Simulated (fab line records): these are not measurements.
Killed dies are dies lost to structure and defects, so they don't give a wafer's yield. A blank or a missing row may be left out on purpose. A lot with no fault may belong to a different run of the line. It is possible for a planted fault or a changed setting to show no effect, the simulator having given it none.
Chamber matching -- flow n5 finfet -- N5_FIN_SAQP_PECVD_48 on pecvd-03 has 3 sister chambers
The step deposits SiNx from SiH4/NH3/N2, target thk 25 nm, time 22.1 s. 14 wafers are shown with their chamber, then 7 later ones without.

## WAFERS PAIRED WITH THEIR CHAMBERS
wafer,chamber,showerhead plenum p Torr (Torr),throttle valve pct (%),heater power w (W)
L078.1,1,5.13,39.2,904
L078.3,1,5.14,39.6,863
L078.5,0,5.07,38.3,684
L080.2,2,4.96,37.6,848
L080.5,1,5.12,39.7,847
L080.6,2,4.96,37.6,876
L081.1,2,4.94,37.8,833
L081.3,2,4.96,37.6,834
L081.6,0,5.07,38.2,643
L086.1,1,5.14,39.3,895
L086.2,0,5.06,38.4,728
L086.4,2,4.96,37.9,849
L087.1,2,4.95,37.9,839
L087.5,2,4.95,37.6,848

SIGNATURES (means of the wafers above)
reading,chamber 0,chamber 1,chamber 2,scatter within a chamber
showerhead plenum p Torr,5.0667,5.1325,4.9543,0.00805
throttle valve pct,38.300,39.450,37.714,0.17
heater power w,685.00,877.25,846.71,25.3
Rule: a wafer lies at a distance from a chamber equal to the root of the sum of squares, over the readings, of (its reading less the chamber's mean, divided by the reading's scatter). The wafer belongs to the nearest chamber; if the next one is less than 2 further off, it can't be placed. The scatter: the root of (the sum of the squares of (reading less its chamber's mean) over the shown wafers, divided by (wafers less chambers)).

## WAFERS MISSING THEIR CHAMBER
wafer,showerhead plenum p Torr (Torr),throttle valve pct (%),heater power w (W)
L087.6,5.14,39.4,894
L088.2,5.07,38.4,729
L088.3,5.14,39.4,888
L088.5,5.07,38.6,729
L089.1,5.07,38.2,685
L089.3,5.13,39.5,948
L089.4,5.08,38.2,691

## EACH ONE'S CHAMBER
wafer,from the rows above,in truth
L087.6,1,1
L088.2,0,0
L088.3,1,1
L088.5,0,0
L089.1,0,0
L089.3,1,1
L089.4,0,0
7 of 7 placed correctly. Number that these rows cannot place: 0. Wrongly placed: 0.
